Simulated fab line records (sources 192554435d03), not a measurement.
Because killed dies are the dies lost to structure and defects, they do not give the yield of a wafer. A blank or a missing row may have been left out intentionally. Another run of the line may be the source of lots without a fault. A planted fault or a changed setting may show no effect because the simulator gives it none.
Chamber matching / flow n5 finfet / N5_BEOL_M6_DESCUM_16 on rie diel-02 has 4 sister chambers
The step chemistry O2, time 7.9 s. 4 wafers are shown with their chamber, then 11 later ones without.

## WAFERS, EACH WITH ITS CHAMBER
wafer=L086.4; chamber=0; drypump motor current A (A)=5.3
wafer=L088.1; chamber=3; drypump motor current A (A)=5.9
wafer=L088.5; chamber=2; drypump motor current A (A)=5.7
wafer=L091.1; chamber=1; drypump motor current A (A)=5.9

## WAFERS WHOSE CHAMBER IS MISSING
wafer=L091.2; drypump motor current A (A)=5.7
wafer=L091.4; drypump motor current A (A)=5.3
wafer=L094.3; drypump motor current A (A)=5.3
wafer=L094.4; drypump motor current A (A)=5.9
wafer=L094.6; drypump motor current A (A)=5.8
wafer=L095.1; drypump motor current A (A)=5.9
wafer=L095.2; drypump motor current A (A)=5.8
wafer=L095.3; drypump motor current A (A)=5.3
wafer=L095.4; drypump motor current A (A)=5.9
wafer=L095.5; drypump motor current A (A)=5.8
wafer=L095.6; drypump motor current A (A)=5.3

## WHICH CHAMBER EACH ONE RAN IN
wafer=L091.2; from the rows above=2; in truth=2
wafer=L091.4; from the rows above=0; in truth=0
wafer=L094.3; from the rows above=0; in truth=0
wafer=L094.4; from the rows above=can't be placed: 1 or 3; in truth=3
wafer=L094.6; from the rows above=can't be placed: 2 or 1 or 3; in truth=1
wafer=L095.1; from the rows above=can't be placed: 1 or 3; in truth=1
wafer=L095.2; from the rows above=can't be placed: 2 or 1 or 3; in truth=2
wafer=L095.3; from the rows above=0; in truth=0
wafer=L095.4; from the rows above=can't be placed: 1 or 3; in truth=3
wafer=L095.5; from the rows above=can't be placed: 2 or 1 or 3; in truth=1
wafer=L095.6; from the rows above=0; in truth=0
Correctly placed: 5 of 11. Cannot be placed on the basis of these rows: 6; the candidates contain the true chamber in 6. 0 placed wrongly.
How it was worked out, from the rows above alone: a wafer's distance from a chamber is the root of the sum, over the readings, of the square of ((its reading less the chamber's mean) divided by the reading's scatter). If the next closest chamber is less than 2 further off than the closest, the wafer can't be placed; otherwise it belongs to the closest. A chamber's mean is the mean of its shown wafers. The scatter: root of mean squared gap, hidden wafer to nearest shown wafer, with one shown wafer a chamber.
